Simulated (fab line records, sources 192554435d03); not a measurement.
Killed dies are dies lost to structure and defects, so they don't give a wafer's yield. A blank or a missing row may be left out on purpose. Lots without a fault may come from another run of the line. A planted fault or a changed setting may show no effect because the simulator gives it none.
One fault seen from 2 desks | flow n5_finfet | each desk has only its own numbers; what lay behind them comes last

THE TOOL OWNER'S DESK: cvd_w-01
The tool's own readings at N5_HKMG_FIN_ALD_72 (deposits W, target thk 2 nm, pulse time 1 s, purge time 2 s): means of the sampled wafers that have a number, for each lot that ran on this tool. A lot is out of limits, marked OUT, if its mean lies more than 4 standard deviations from the usual mean; the brackets give that distance.
Columns: A = heater_power_outer_w at N5_HKMG_FIN_ALD_72, usual 269 W; B = heater_power_w at N5_HKMG_FIN_ALD_72, usual 472 W; C = precursor_pulse_height_rel at N5_HKMG_FIN_ALD_72, usual 1.000
lot  | first seen here | A   | B   | C
L112 | day 4 21:49     | 284 | 494 | 0.990
L119 | day 6 09:57     | 281 | 497 | 1.011
L122 | day 7 03:11     | 284 | 499 | 1.004
L128 | day 8 12:14     | 288 | 493 | 0.981
L131 | day 9 08:44     | 278 | 492 | 0.995
This desk's finding: nothing out of limits on any of the 5 lots.

THE METROLOGY DESK
What the gauges read, lot by lot, whatever tool the lot ran on: means of the sampled wafers that have a number. A lot is out of limits, marked OUT, if its mean lies more than 4 standard deviations from the usual mean; the brackets give that distance. Of its 10 readings 7 are shown: those that lie furthest out on some lot.
Columns: A = DIBL_N at N5_BEOL_M4_RC_MEAS_101, usual 36.0 mV/V; B = DIBL_P at N5_BEOL_M4_RC_MEAS_101, usual 36.2 mV/V; C = IOFF_N at N5_BEOL_M4_RC_MEAS_101, usual 0.154 nA/um; D = IOFF_P at N5_BEOL_M4_RC_MEAS_101, usual 0.21 nA/um; E = ION_N at N5_BEOL_M4_RC_MEAS_101, usual 675 uA/um; F = VT_N at N5_BEOL_M4_RC_MEAS_101, usual 250.2 mV; G = VT_P at N5_BEOL_M4_RC_MEAS_101, usual -251 mV
lot  | first seen here | A    | B    | C     | D    | E   | F     | G
L112 | day 9 05:45     | 38.3 | 37.4 | 0.164 | 0.23 | 668 | 251.6 | -249
L116 | day 11 22:43    | 36.3 | 37.6 | 0.148 | 0.18 | 674 | 250.9 | -254
L119 | day 12 12:28    | 35.9 | 37.9 | 0.162 | 0.22 | 681 | 248.4 | -249
L122 | day 13 09:40    | 35.5 | 35.5 | 0.147 | 0.16 | 674 | 250.5 | -256
L128 | day 14 18:11    | 31.8 | 31.9 | 0.105 | 0.14 | 659 | 254.8 | -257
L131 | day 15 06:59    | 38.0 | 38.4 | 0.181 | 0.22 | 676 | 248.2 | -250
This desk's finding: nothing out of limits on any of the 6 lots.

PUT TOGETHER
The tool owner's desk saw nothing out of limits.
The metrology desk saw nothing out of limits.

WHAT THE SIMULATOR HAD PUT IN
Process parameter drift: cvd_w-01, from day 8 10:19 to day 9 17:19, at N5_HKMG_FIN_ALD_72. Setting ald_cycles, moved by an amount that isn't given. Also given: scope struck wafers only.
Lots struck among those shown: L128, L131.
